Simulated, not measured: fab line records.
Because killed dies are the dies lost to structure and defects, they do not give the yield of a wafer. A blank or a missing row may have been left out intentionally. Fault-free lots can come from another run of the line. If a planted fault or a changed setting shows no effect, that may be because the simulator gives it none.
A struck lot beside a sound one    flow nand-harc    14 out of 1302 route steps
Sound: the wafers L398.2, L398.4, L398.5. Struck: wafer L401.1 (L401.2, L401.6, from the same lot, were not struck and are left out); the cause is given at the end.
At each step with rows: each side's tool, then ch and its chambers, then its first start. Under that, the readings that differ: sound wafers    struck wafers    difference of the means    sigmas: that difference in standard deviations of wafers without a fault.
alike: same words and numbers on both sides, and readings whose means sit less than 2 such deviations apart. not compared: any withheld reading, any reading some wafer has no value for, any bound like >300 that may hide the same value, and any number with overlapping values for which the record gives no deviation.
A row with sigmas, a row that says differs or no value, or rows on one side alone: a step with any of these is where the two part. Numbers that have no deviation but don't overlap get no sigmas and don't part them. A reading missing from all wafers of one side parts the sides only when that side holds two or more wafers.

NHARC_A_SOURCE_PLATE_THK_MEAS_09: measures by ellipsometry.
  sound on film-metro-01 at day 11 06:56; struck on film-metro-01 at day 11 14:28
  alike: thk-nm
then, 3 steps without rows for these wafers: NHARC_A_SOURCE_PLATE_PVD_04 (deposits WSi2, target thk 50 nm); NHARC_A_SOURCE_PLATE_CVD_03 (deposits poly-Si, target thk 200 nm, time 4000 s); NHARC_A_SOURCE_PLATE_ANNEAL_05 (time 1800 s).
NHARC_A_SOURCE_PLATE_THK_MEAS_06: measures by ellipsometry.
  sound on film-metro-02 at day 11 20:01; struck on film-metro-02 at day 12 03:19
  alike: thk-nm
NHARC_A_SOURCE_PLATE_INSPECT_08:
  sound on defect-inspect-02 at day 11 20:04; struck on defect-inspect-02 at day 12 03:22
  alike: raw-defect-count
then NHARC_A_ONON_D1_DEP_00 (target thk 1000 nm), 1 step lacking rows for these wafers.
NHARC_A_ONON_D1_THK_MEAS_02: measures by ellipsometry.
  sound on film-metro-02 at day 11 20:39; struck on film-metro-02 at day 12 03:56
  alike: thk-nm
then NHARC_A_ONON_D1_DEP_03 (target thk 1000 nm), 1 step lacking rows for these wafers.
NHARC_A_ONON_D1_THK_MEAS_05: measures by ellipsometry.
  sound on film-metro-02 at day 11 21:13; struck on film-metro-02 at day 12 04:31
  alike: thk-nm
NHARC_A_ONON_D1_DEP_06: target thk 1000 nm.
  sound on pecvd-onon-04 ch 0, day 11 21:20; struck on pecvd-onon-02 ch 0, day 12 04:34
  alike: nh3-flow-sccm, sih4-flow-sccm
NHARC_A_ONON_D1_THK_MEAS_08: measures by ellipsometry.
  sound on film-metro-01 at day 11 21:47; struck on film-metro-02 at day 12 05:05
reading      sound        struck  difference  sigmas
thk-nm (nm)  984 983 983  669     -314        -31
then NHARC_A_ONON_D1_DEP_09 (target thk 1000 nm), 1 step lacking rows for these wafers.
-- the record jumps here: 17 days lie between the struck wafers' starts before and after (it left off in module A_ONON_D1 and takes up again in module END, whose first step shown is number 1302 of the route) --
NHARC_END_SORT_01:
  sound on prober-01 ch 0, day 28 23:48; struck on prober-01 ch 0, day 29 12:37
reading          sound     struck  difference  sigmas
killed-at-array  10 28 24  672     +651        +36
killed-dies      16 35 30  677     +650        +36
  alike: killed-at-other, killed-at-periphery, killed-open, killed-short

## WHERE THEY PART
First at NHARC_A_ONON_D1_THK_MEAS_08; last, within this record, at NHARC_END_SORT_01.

WHY: what had been put in by the simulator
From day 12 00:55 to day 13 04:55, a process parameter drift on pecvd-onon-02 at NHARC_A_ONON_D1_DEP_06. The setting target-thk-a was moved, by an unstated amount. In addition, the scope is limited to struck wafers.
